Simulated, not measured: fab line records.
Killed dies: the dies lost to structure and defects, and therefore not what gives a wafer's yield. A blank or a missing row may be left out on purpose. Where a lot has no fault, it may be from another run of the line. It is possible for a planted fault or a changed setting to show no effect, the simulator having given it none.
Which tool was responsible? | flow nand-harc | 24 lots with 72 wafers sampled at 6 steps, on a route of 1159 steps

WHAT EACH GAUGE READ, for each wafer
NHARC_P_M2_CD_MEAS_16. Usual: cd-nm 169.6 nm, standard deviation 0.97.
lot  | measured     | on        | cd-nm (nm)        | flag
L074 | day 6 07:19  | cd-sem-01 | 170.1 168.9 169.8 |
L075 | day 6 18:43  | cd-sem-02 | 168.9 168.5 169.2 |
L077 | day 7 04:39  | cd-sem-01 | 169.0 170.7 169.9 |
L076 | day 7 05:22  | cd-sem-03 | 168.2 168.0 168.0 |
L078 | day 7 06:25  | cd-sem-01 | 168.1 169.0 170.4 |
L081 | day 7 12:47  | cd-sem-01 | 169.3 169.1 169.3 |
L079 | day 7 13:08  | cd-sem-03 | 169.6 169.0 168.9 |
L080 | day 7 17:38  | cd-sem-03 | 169.7 169.0 170.0 |
L082 | day 8 06:57  | cd-sem-02 | 170.9 169.9 170.8 |
L083 | day 8 13:45  | cd-sem-03 | 169.7 168.5 169.0 |
L084 | day 8 14:53  | cd-sem-01 | 168.3 170.2 169.8 |
L085 | day 8 22:04  | cd-sem-03 | 168.9 169.9 169.9 |
L088 | day 9 10:34  | cd-sem-03 | 171.2 169.4 171.0 |
L087 | day 9 13:36  | cd-sem-03 | 169.6 171.6 170.9 |
L086 | day 9 14:13  | cd-sem-01 | 169.1 168.6 169.0 |
L089 | day 9 22:25  | cd-sem-02 | 169.1 169.6 168.9 |
L090 | day 9 23:34  | cd-sem-01 | 168.3 169.5 168.2 |
L091 | day 10 06:16 | cd-sem-02 | 170.3 171.4 168.7 |
L092 | day 10 16:20 | cd-sem-02 | 170.8 169.9 170.6 |
L093 | day 10 20:33 | cd-sem-02 | 171.9 171.0 171.7 |
L094 | day 11 08:25 | cd-sem-02 | 168.7 169.0 168.1 |
L095 | day 11 12:57 | cd-sem-01 | 169.2 169.5 169.2 |
L096 | day 11 14:16 | cd-sem-02 | 168.9 168.6 169.0 |
L097 | day 12 02:18 | cd-sem-01 | 169.0 170.0 170.7 |

NHARC_P_BONDPAD_OVL_MEAS_38. Usual: overlay-x-nm -1 nm, standard deviation 7.6; overlay-y-nm 0 nm, standard deviation 6.9.
lot  | measured     | on         | overlay-x-nm (nm) | overlay-y-nm (nm) | flag
L074 | day 6 11:30  | overlay-02 | -4 -4 -3          | 3 3 3             |
L075 | day 6 23:03  | overlay-01 | 15 15 15          | -14 -14 -15       |
L077 | day 7 08:43  | overlay-02 | -1 0 -1           | -1 -2 -2          |
L076 | day 7 09:32  | overlay-02 | 1 2 2             | -1 -2 -1          |
L078 | day 7 10:34  | overlay-02 | -4 -5 -5          | 6 6 6             |
L081 | day 7 17:20  | overlay-02 | -3 -2 -2          | 3 3 3             |
L079 | day 7 17:46  | overlay-02 | 3 3 3             | 2 2 3             |
L080 | day 7 21:46  | overlay-02 | -15 -15 -14       | -4 -3 -3          |
L082 | day 8 11:05  | overlay-01 | -1 -1 -1          | -4 -4 -3          |
L083 | day 8 17:54  | overlay-02 | 4 3 4             | -2 -2 -2          |
L084 | day 8 18:58  | overlay-01 | -4 -3 -4          | 2 3 2             |
L085 | day 9 02:05  | overlay-02 | -3 -4 -4          | 3 2 3             |
L088 | day 9 15:05  | overlay-01 | 0 1 0             | -1 -1 -1          |
L087 | day 9 17:37  | overlay-02 | -16 -16 -16       | -5 -6 -6          |
L086 | day 9 18:28  | overlay-01 | 7 8 8             | 8 8 8             |
L089 | day 10 02:38 | overlay-02 | 1 1 1             | 15 15 14          |
L090 | day 10 03:37 | overlay-02 | 7 7 7             | 4 4 4             |
L091 | day 10 10:25 | overlay-02 | 5 6 5             | 8 8 7             |
L092 | day 10 20:34 | overlay-01 | -8 -8 -8          | -6 -6 -6          |
L093 | day 11 00:38 | overlay-02 | -5 -4 -4          | -2 -2 -1          |
L094 | day 11 12:40 | overlay-01 | -10 -10 -9        | -3 -3 -4          |
L095 | day 11 17:08 | overlay-02 | 2 2 2             | -13 -14 -13       |
L096 | day 11 18:27 | overlay-01 | -4 -4 -3          | -12 -11 -12       |
L097 | day 12 06:36 | overlay-02 | 17 16 17          | 9 8 8             |

NHARC_A_ONON_D1_THK_MEAS_08: measures by ellipsometry. Usual: thk-nm 1003 nm, standard deviation 9.9.
lot  | measured     | on            | thk-nm (nm)    | flag
L074 | day 7 14:23  | film-metro-01 | 1007 1007 1007 |
L075 | day 8 10:25  | film-metro-01 | 999 997 996    |
L077 | day 8 10:32  | film-metro-01 | 990 991 991    |
L076 | day 8 10:26  | film-metro-02 | 1006 1006 1006 |
L078 | day 8 10:46  | film-metro-02 | 1014 1014 1015 |
L081 | day 9 01:14  | film-metro-02 | 987 987 987    |
L079 | day 9 01:13  | film-metro-01 | 993 994 992    |
L080 | day 9 01:13  | film-metro-02 | 1001 1004 1002 |
L082 | day 9 16:47  | film-metro-02 | 1016 1016 1016 |
L083 | day 10 00:07 | film-metro-02 | 997 996 996    |
L084 | day 10 00:05 | film-metro-01 | 992 994 993    |
L085 | day 10 12:06 | film-metro-01 | 1000 1003 1002 |
L088 | day 10 18:35 | film-metro-01 | 1014 1014 1013 |
L087 | day 10 18:34 | film-metro-02 | 997 999 998    |
L086 | day 10 23:53 | film-metro-01 | 1003 1004 1005 |
L089 | day 11 06:32 | film-metro-02 | 1002 1000 999  |
L090 | day 11 06:31 | film-metro-02 | 990 991 991    |
L091 | day 11 15:59 | film-metro-01 | 1013 1012 1014 |
L092 | day 12 00:28 | film-metro-02 | 1011 1011 1011 |
L093 | day 12 04:37 | film-metro-02 | 998 998 998    |
L094 | day 12 18:55 | film-metro-01 | 1028 1029 1029 |
L095 | day 12 18:55 | film-metro-02 | 1008 1008 1008 |
L096 | day 12 18:55 | film-metro-01 | 999 1000 1000  |
L097 | day 13 18:12 | film-metro-02 | 1017 1017 1015 |

WHICH TOOL RAN EACH LOT (tool, then ch and the chambers of the sampled wafers, then the start)
lot  | NHARC_P_M2_ETCH_28                            | NHARC_P_M2_PRE_CLEAN_30                 | NHARC_P_BONDPAD_DEP_00
L074 | rie-diel-07 ch 2,3, day 6 10:20 or earlier    | pvd-sputter-01, day 6 10:20 or earlier  | pecvd-02 ch 0,1,2, day 6 10:20
L075 | rie-diel-03 ch 1,2,3, day 6 21:50 or earlier  | pvd-sputter-01, day 6 21:50 or earlier  | pecvd-02 ch 1,2, day 6 21:50
L077 | rie-diel-03 ch 0,1,2, day 7 07:34 or earlier  | pvd-sputter-03, day 7 07:34 or earlier  | pecvd-04 ch 0,1, day 7 07:34
L076 | rie-diel-03 ch 0,1, day 7 08:16 or earlier    | pvd-sputter-01, day 7 08:16 or earlier  | pecvd-03 ch 0,1, day 7 08:16
L078 | rie-diel-03 ch 2,3, day 7 09:23 or earlier    | pvd-sputter-02, day 7 09:23 or earlier  | pecvd-04 ch 0,1,2, day 7 09:23
L081 | rie-diel-06 ch 0,1,2, day 7 17:20 or earlier  | pvd-sputter-02, day 7 17:20 or earlier  | pecvd-03 ch 0,1,2, day 7 17:20 or earlier
L079 | rie-diel-03 ch 0,1, day 7 16:35 or earlier    | pvd-sputter-03, day 7 16:35 or earlier  | pecvd-03 ch 0,1, day 7 16:35
L080 | rie-diel-03 ch 0,2,3, day 7 20:33 or earlier  | pvd-sputter-03, day 7 20:33 or earlier  | pecvd-03 ch 1,2, day 7 20:33
L082 | rie-diel-03 ch 1,2, day 8 09:55 or earlier    | pvd-sputter-03, day 8 09:55 or earlier  | pecvd-02 ch 0,1,2, day 8 09:55
L083 | rie-diel-03 ch 0,3, day 8 17:54 or earlier    | pvd-sputter-03, day 8 17:54 or earlier  | pecvd-03 ch 0,1,2, day 8 17:54 or earlier
L084 | rie-diel-03 ch 0,2,3, day 8 18:58 or earlier  | pvd-sputter-03, day 8 18:58 or earlier  | pecvd-03 ch 0,1, day 8 18:58 or earlier
L085 | rie-diel-03 ch 1,2,3, day 9 00:55 or earlier  | pvd-sputter-03, day 9 00:55 or earlier  | pecvd-03 ch 1,2, day 9 00:55
L088 | rie-diel-03 ch 1,2,3, day 9 13:54 or earlier  | pvd-sputter-01, day 9 13:54 or earlier  | pecvd-03 ch 0,1, day 9 13:54
L087 | rie-diel-03 ch 0,1, day 9 16:25 or earlier    | pvd-sputter-03, day 9 16:25 or earlier  | pecvd-03 ch 0,1,2, day 9 16:25
L086 | rie-diel-03 ch 1,2, day 9 18:28 or earlier    | pvd-sputter-01, day 9 18:28 or earlier  | pecvd-03 ch 0,1,2, day 9 18:28 or earlier
L089 | rie-diel-03 ch 0,1, day 10 01:26 or earlier   | pvd-sputter-01, day 10 01:26 or earlier | pecvd-03 ch 0,1,2, day 10 01:26
L090 | rie-diel-07 ch 0,3, day 10 03:37 or earlier   | pvd-sputter-03, day 10 03:37 or earlier | pecvd-02 ch 0,1, day 10 03:37 or earlier
L091 | rie-diel-07 ch 0,2,3, day 10 09:17 or earlier | pvd-sputter-01, day 10 09:17 or earlier | pecvd-02 ch 0,1, day 10 09:17
L092 | rie-diel-03 ch 1,2,3, day 10 19:22 or earlier | pvd-sputter-01, day 10 19:22 or earlier | pecvd-04 ch 0,1, day 10 19:22
L093 | rie-diel-06 ch 0,2,3, day 11 00:38 or earlier | pvd-sputter-01, day 11 00:38 or earlier | pecvd-02 ch 0,1,2, day 11 00:38 or earlier
L094 | rie-diel-07 ch 1,2,3, day 11 11:22 or earlier | pvd-sputter-02, day 11 11:22 or earlier | pecvd-04 ch 0,1,2, day 11 11:22
L095 | rie-diel-03 ch 1,2,3, day 11 15:47 or earlier | pvd-sputter-01, day 11 15:47 or earlier | pecvd-04 ch 0,1, day 11 15:47
L096 | rie-diel-07 ch 0,1,2, day 11 17:10 or earlier | pvd-sputter-01, day 11 17:10 or earlier | pecvd-02 ch 0,2, day 11 17:10
L097 | rie-diel-03 ch 0,1,2, day 12 05:09 or earlier | pvd-sputter-03, day 12 05:09 or earlier | pecvd-03 ch 1,2, day 12 05:09
- NHARC_P_M2_ETCH_28: etches the open film in CF4/N2, target depth 30 nm, time 72.99 s.
- NHARC_P_M2_PRE_CLEAN_30: time 30 s.
- NHARC_P_BONDPAD_DEP_00: deposits SiCN, target thk 250 nm.

AS READ BY THE TOOLS THEMSELVES (means over the sampled wafers that have a number; for cases with no such wafer, the mark the record gives instead)
NHARC_P_M2_ETCH_28. Usual: drypump-motor-current-A 5.8 A, standard deviation 0.39; mfc-ar-sccm 150.1 sccm, standard deviation 0.44; oes-product-au 0.999 a.u., standard deviation 0.0089; rf-vpp-V 314.2 V, standard deviation 1.9; showerhead-plenum-p-Torr 2.63 Torr, standard deviation 0.11; throttle-valve-pct 19.793 %, standard deviation 0.0086.
lot  | tool        | drypump-motor-current-A (A) | mfc-ar-sccm (sccm) | oes-product-au (a.u.) | rf-vpp-V (V) | showerhead-plenum-p-Torr (Torr) | throttle-valve-pct (%) | flag
L074 | rie-diel-07 | 6.2                         | 150.1              | 1.003                 | 313.5        | 2.59                            | 19.786                 |
L075 | rie-diel-03 | 5.7                         | 149.9              | 0.998                 | 314.6        | 2.66                            | 19.789                 |
L077 | rie-diel-03 | 5.6                         | 150.4              | 1.001                 | 312.8        | 2.58                            | 19.793                 |
L076 | rie-diel-03 | 5.5                         | 149.9              | 1.000                 | 312.6        | 2.56                            | 19.794                 |
L078 | rie-diel-03 | 6.0                         | 150.1              | 1.003                 | 314.4        | 2.61                            | 19.797                 |
L081 | rie-diel-06 | 6.0                         | 150.3              | 0.998                 | 313.8        | 2.58                            | 19.782                 |
L079 | rie-diel-03 | 5.5                         | 150.1              | 0.997                 | 313.4        | 2.56                            | 19.795                 |
L080 | rie-diel-03 | 5.9                         | 150.1              | 0.995                 | 313.2        | 2.59                            | 19.796                 |
L082 | rie-diel-03 | 5.8                         | 149.8              | 1.002                 | 313.6        | 2.60                            | 19.777                 |
L083 | rie-diel-03 | 5.8                         | 149.9              | 1.002                 | 313.7        | 2.57                            | 19.790                 |
L084 | rie-diel-03 | 5.9                         | 150.0              | 0.994                 | 312.7        | 2.59                            | 19.801                 |
L085 | rie-diel-03 | 5.7                         | 149.9              | 1.007                 | 314.2        | 2.66                            | 19.795                 |
L088 | rie-diel-03 | 5.7                         | 150.0              | 0.999                 | 315.2        | 2.66                            | 19.796                 |
L087 | rie-diel-03 | 5.5                         | 150.1              | 1.000                 | 312.9        | 2.56                            | 19.791                 |
L086 | rie-diel-03 | 5.4                         | 149.6              | 0.991                 | 314.4        | 2.65                            | 19.799                 |
L089 | rie-diel-03 | 5.3                         | 150.2              | 1.002                 | 314.2        | 2.63                            | 19.787                 |
L090 | rie-diel-07 | 6.0                         | 150.3              | 0.998                 | 313.6        | 2.57                            | 19.791                 |
L091 | rie-diel-07 | 6.0                         | 150.0              | 0.997                 | 314.6        | 2.64                            | 19.800                 |
L092 | rie-diel-03 | 5.7                         | 150.5              | 1.004                 | 314.4        | 2.66                            | 19.789                 |
L093 | rie-diel-06 | 6.0                         | 150.0              | 0.981                 | 315.3        | 2.67                            | 19.803                 |
L094 | rie-diel-07 | 6.1                         | 150.1              | 1.006                 | 314.8        | 2.66                            | 19.808                 |
L095 | rie-diel-03 | 5.7                         | 150.4              | 0.993                 | 314.4        | 2.66                            | 19.788                 |
L096 | rie-diel-07 | 5.9                         | 150.7              | 1.007                 | 316.3        | 2.72                            | 19.794                 |
L097 | rie-diel-03 | 5.6                         | 149.8              | 1.000                 | 313.4        | 2.57                            | 19.801                 |

NHARC_P_M2_PRE_CLEAN_30. Usual: heater-power-w 390 W, standard deviation 46.
lot  | tool           | heater-power-w (W) | flag
L074 | pvd-sputter-01 | 373                |
L075 | pvd-sputter-01 | 344                |
L077 | pvd-sputter-03 | 380                |
L076 | pvd-sputter-01 | 371                |
L078 | pvd-sputter-02 | 424                |
L081 | pvd-sputter-02 | 435                |
L079 | pvd-sputter-03 | 381                |
L080 | pvd-sputter-03 | 421                |
L082 | pvd-sputter-03 | 389                |
L083 | pvd-sputter-03 | 415                |
L084 | pvd-sputter-03 | 413                |
L085 | pvd-sputter-03 | 383                |
L088 | pvd-sputter-01 | 400                |
L087 | pvd-sputter-03 | 397                |
L086 | pvd-sputter-01 | 371                |
L089 | pvd-sputter-01 | 351                |
L090 | pvd-sputter-03 | 413                |
L091 | pvd-sputter-01 | 377                |
L092 | pvd-sputter-01 | 369                |
L093 | pvd-sputter-01 | 372                |
L094 | pvd-sputter-02 | 429                |
L095 | pvd-sputter-01 | 374                |
L096 | pvd-sputter-01 | 352                |
L097 | pvd-sputter-03 | 377                |

NHARC_P_BONDPAD_DEP_00. Usual: heater-power-w 583 W, standard deviation 69.
lot  | tool     | heater-power-w (W) | flag
L074 | pecvd-02 | 552                |
L075 | pecvd-02 | 586                |
L077 | pecvd-04 | 654                |
L076 | pecvd-03 | 533                |
L078 | pecvd-04 | 601                |
L081 | pecvd-03 | 601                |
L079 | pecvd-03 | 597                |
L080 | pecvd-03 | 645                |
L082 | pecvd-02 | 528                |
L083 | pecvd-03 | 617                |
L084 | pecvd-03 | 594                |
L085 | pecvd-03 | 651                |
L088 | pecvd-03 | 569                |
L087 | pecvd-03 | 581                |
L086 | pecvd-03 | 582                |
L089 | pecvd-03 | 620                |
L090 | pecvd-02 | 523                |
L091 | pecvd-02 | 474                |
L092 | pecvd-04 | 640                |
L093 | pecvd-02 | 508                |
L094 | pecvd-04 | 581                |
L095 | pecvd-04 | 641                |
L096 | pecvd-02 | 550                |
L097 | pecvd-03 | 605                |

THE ANSWER, worked out from the rows above alone
Rule: take the mean of a lot's wafers that have a number; if it is more than 3 standard deviations from the usual mean, the lot is off. A lot without any number at a reading at which 4 lots or more have one is off too. All remaining lots with rows at the step are treated as sound. First the gauges in route order, then the tools' own readings, where a lot's mean is used as printed above. At the first step where some lot is off, the reading lying furthest off is the one used; lots without a number count as furthest.
Nothing can be told from this: no lot is off at any reading shown.

WHAT THE SIMULATOR PUT IN
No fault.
